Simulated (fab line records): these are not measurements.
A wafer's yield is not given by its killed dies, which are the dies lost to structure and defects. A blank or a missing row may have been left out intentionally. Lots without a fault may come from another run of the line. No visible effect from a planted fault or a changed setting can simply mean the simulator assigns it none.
Matching of chambers | flow nand-harc | NHARC_A_STAIRCASE_CMP_450 on cmp-01: 4 sister chambers
The step polishes SiO2, target thk 200 nm. 4 wafers are shown with their chamber, then 8 later ones without.

WAFERS, EACH WITH ITS CHAMBER
wafer  | chamber | motor-current-A (A)
L298.5 | 3       | 11.5
L306.3 | 0       | 13.6
L306.5 | 2       | 14.3
L308.4 | 1       | 13.2

WAFERS MISSING THEIR CHAMBER
wafer  | motor-current-A (A)
L308.5 | 11.6
L308.6 | 13.9
L307.1 | 12.9
L307.3 | 11.5
L307.4 | 13.4
L309.1 | 11.4
L309.4 | 12.4
L309.6 | 11.7

EACH ONE'S CHAMBER
wafer  | from the rows above          | in truth
L308.5 | 3                            | 3
L308.6 | can't be placed: 0 or 2 or 1 | 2
L307.1 | can't be placed: 1 or 0      | 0
L307.3 | 3                            | 3
L307.4 | can't be placed: 0 or 1      | 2
L309.1 | 3                            | 3
L309.4 | can't be placed: 1 or 3 or 0 | 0
L309.6 | 3                            | 3
Correct placement for 4 of the 8. From these rows, 4 cannot be placed; in 3 the true chamber is one of the candidates. Wrongly placed: 0.
How it was worked out, from the rows above alone: a wafer's distance from a chamber is the root of the sum, over the readings, of the square of ((its reading less the chamber's mean) divided by the reading's scatter). The wafer belongs to the nearest chamber; if the next one is less than 2 further off, it can't be placed. The mean given for a chamber averages the wafers shown for that chamber. The scatter (one wafer shown for each chamber): square how far every hidden wafer sits from the nearest shown wafer, average those squares and take the square root.
